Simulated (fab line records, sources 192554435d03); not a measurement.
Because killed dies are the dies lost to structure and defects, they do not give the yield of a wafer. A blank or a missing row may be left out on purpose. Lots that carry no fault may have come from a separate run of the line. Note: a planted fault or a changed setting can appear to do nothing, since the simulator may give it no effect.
A single fault, viewed from 3 desks ; flow n5Finfet ; every desk sees just its own numbers, and what lay behind them comes last

FROM THE METROLOGY DESK
Means of the sampled wafers that have a number, per lot and without regard to the tool the lot ran on: this is what the gauges read. Any lot whose mean is over 4 standard deviations away from the usual mean is out of limits and marked OUT; that distance is given in the brackets. Readings shown: 7 of its 10, picked as those furthest out on some lot.
Columns: A = DIBL_N at N5_BEOL_M4_RC_MEAS_101, usual 36.4 mV/V; B = DIBL_P at N5_BEOL_M4_RC_MEAS_101, usual 36.5 mV/V; C = IOFF_N at N5_BEOL_M4_RC_MEAS_101, usual 0.154 nA/um; D = IOFF_P at N5_BEOL_M4_RC_MEAS_101, usual 0.202 nA/um; E = SS_N at N5_BEOL_M4_RC_MEAS_101, usual 71.6 mV/dec; F = SS_P at N5_BEOL_M4_RC_MEAS_101, usual 73.4 mV/dec; G = VT_N at N5_BEOL_M4_RC_MEAS_101, usual 250.9 mV
lot;first seen here;A;B;C;D;E;F;G
L340;day 10 04:04;35.3;35.1;0.154;0.189;71.4;73.5;251.4
L346;day 10 14:43;35.2;35.3;0.146;0.189;71.6;72.5;251.6
L348;day 11 21:14;36.1;35.1;0.157;0.204;72.1;73.6;251.3
L349;day 12 01:38;34.5;35.2;0.135;0.194;71.2;73.0;253.5
L352;day 12 18:36;36.7;36.2;0.145;0.243;71.8;73.4;251.9
L354;day 12 23:37;38.2;40.8;0.200;0.252;72.5;74.1;248.9
L353;day 13 07:52;37.3;36.9;0.181;0.229;71.7;73.9;247.0
L355;day 13 22:59;35.0;35.3;0.136;0.202;71.1;72.5;251.7
This desk found nothing out of limits on any of the 8 lots.

TOOL OWNER'S DESK, rieDiel-05
The tool's own readings at N5_MOL_CONTACT_COAG_STRIP_96 (strips in N2/H2): means of the sampled wafers that have a number, for each lot that ran on this tool. Any lot whose mean is over 4 standard deviations away from the usual mean is out of limits and marked OUT; that distance is given in the brackets.
Columns: A = drypumpMotorCurrentA at N5_MOL_CONTACT_COAG_STRIP_96, usual 5.8 A; B = oesProductAu at N5_MOL_CONTACT_COAG_STRIP_96, usual 0.80 a.u.; C = rfVppV at N5_MOL_CONTACT_COAG_STRIP_96, usual 121.5 V; D = showerheadPlenumPTorr at N5_MOL_CONTACT_COAG_STRIP_96, usual 3.31 Torr; E = throttleValvePct at N5_MOL_CONTACT_COAG_STRIP_96, usual 19.0 %
lot;first seen here;A;B;C;D;E
L340;day 7 00:02;5.5;0.89;122.5;3.36;19.0
L352;day 10 00:50;6.1;0.85;121.8;3.39;18.9
L353;day 10 07:08;5.9;0.81;121.9;3.33;18.8
L354;day 10 12:23;6.1;0.87;121.1;3.37;18.8
This desk found nothing out of limits on any of the 4 lots.

THE DEFECT DESK
What the inspections along the route counted, lot by lot: means of the sampled wafers that have a number. Any lot whose mean is over 4 standard deviations away from the usual mean is out of limits and marked OUT; that distance is given in the brackets.
Columns: A = rawDefectCount at N5_MOL_CONTACT_COAG_INSPECT_42, usual 200
lot;first seen here;A
L340;day 7 00:43;537 (+6.6) OUT
L346;day 8 08:25;216
L348;day 8 23:28;158
L349;day 9 02:45;207
L352;day 10 01:30;214
L353;day 10 07:57;146
L354;day 10 13:04;164
L355;day 11 07:35;225
This desk's verdict: out of limits on L340, starting with L340 at day 7 00:43 (rawDefectCount at N5_MOL_CONTACT_COAG_INSPECT_42). In limits: L346, L348, L349, L352, L353, L354, L355.

TAKEN TOGETHER
The defect desk could have raised an alarm at day 7 00:43, on L340.
The metrology desk saw nothing out of limits.
The tool owner's desk saw nothing out of limits.
The metrology desk has L340 on record, within its limits.
The tool owner's desk has L340 on record, within its limits.
N5_MOL_CONTACT_COAG_STRIP_96 was run on rieDiel-05 by each of the lots named.

WHAT THE SIMULATOR PUT IN
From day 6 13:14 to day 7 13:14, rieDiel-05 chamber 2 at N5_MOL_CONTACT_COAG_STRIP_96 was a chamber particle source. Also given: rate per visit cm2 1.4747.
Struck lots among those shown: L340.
Hours from the fault's start to each desk's first reading out of limits: the defect desk, 11.
